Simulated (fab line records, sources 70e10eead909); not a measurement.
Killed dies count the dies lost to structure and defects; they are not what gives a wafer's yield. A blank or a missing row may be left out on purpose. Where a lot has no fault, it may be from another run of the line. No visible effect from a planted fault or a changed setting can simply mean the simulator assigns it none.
What tool caused it?    flow nandHarc    13 lots, 39 wafers sampled, at 1 step of a route of 1302

== WHAT EACH GAUGE READ, for each wafer ==
NHARC_THIN_TSV_CD_MEAS_12 targets a cd of 1000 nm.
lot   measured      on        cdNm (nm)
L583  day 24 01:25  cdSem-02  999.9 1001.0 1000.9
L584  day 24 08:42  cdSem-02  997.9 997.3 996.9
L585  day 24 09:49  cdSem-02  1000.0 1000.6 998.8
L582  day 24 11:07  cdSem-01  998.9 998.5 1000.0
L586  day 25 04:11  cdSem-01  999.0 997.4 999.2
L587  day 25 11:55  cdSem-02  1002.6 1003.6 1001.5
L590  day 26 21:56  cdSem-01  999.7 999.1 998.5
L593  day 28 20:37  cdSem-03  998.2 999.1 1001.0
L592  day 28 23:45  cdSem-01  1002.2 1000.4 1000.8
L598  day 30 12:57  cdSem-01  999.9 999.5 1002.9
L600  day 31 13:59  cdSem-02  999.8 999.7 1001.3
L603  day 32 05:01  cdSem-02  1000.3 998.7 998.8
L605  day 33 11:29  cdSem-01  999.6 1002.1 999.2

== EACH LOT AND THE TOOL THAT RAN IT (in order: tool; ch and the chambers of the sampled wafers; start) ==
The record shows no process step preceding these readings.

== AS READ BY THE TOOLS THEMSELVES (means over the sampled wafers that have a number; for cases with no such wafer, the mark the record gives instead) ==
The record holds no such reading with a usual standard deviation.

== THE ANSWER, worked out from the rows above alone ==
Rule: usual is defined by the lots themselves. Put in order of their means at a reading, lots are off if they are a third of the lots or fewer, leave a main group of 4 or more, and stand apart from it by a gap of 3 or more times the standard deviation of the main group's means; of several such gaps the widest counts. A main group is skipped when, at the precision printed for the reading in the tables above, its means are all equal. A lot without any number at a reading at which 4 lots or more have one is off too. Where the step has rows for the other lots, those lots are counted as sound. The gauges are gone through in route order, then the tools' own readings, and for those a lot's mean is taken as printed above. At the first step where some lot is off, the reading lying furthest off is the one used; lots without a number count as furthest.
No lot is off on any of the readings shown, so nothing can be concluded from this.

== WHAT THE SIMULATOR HAD INSERTED ==
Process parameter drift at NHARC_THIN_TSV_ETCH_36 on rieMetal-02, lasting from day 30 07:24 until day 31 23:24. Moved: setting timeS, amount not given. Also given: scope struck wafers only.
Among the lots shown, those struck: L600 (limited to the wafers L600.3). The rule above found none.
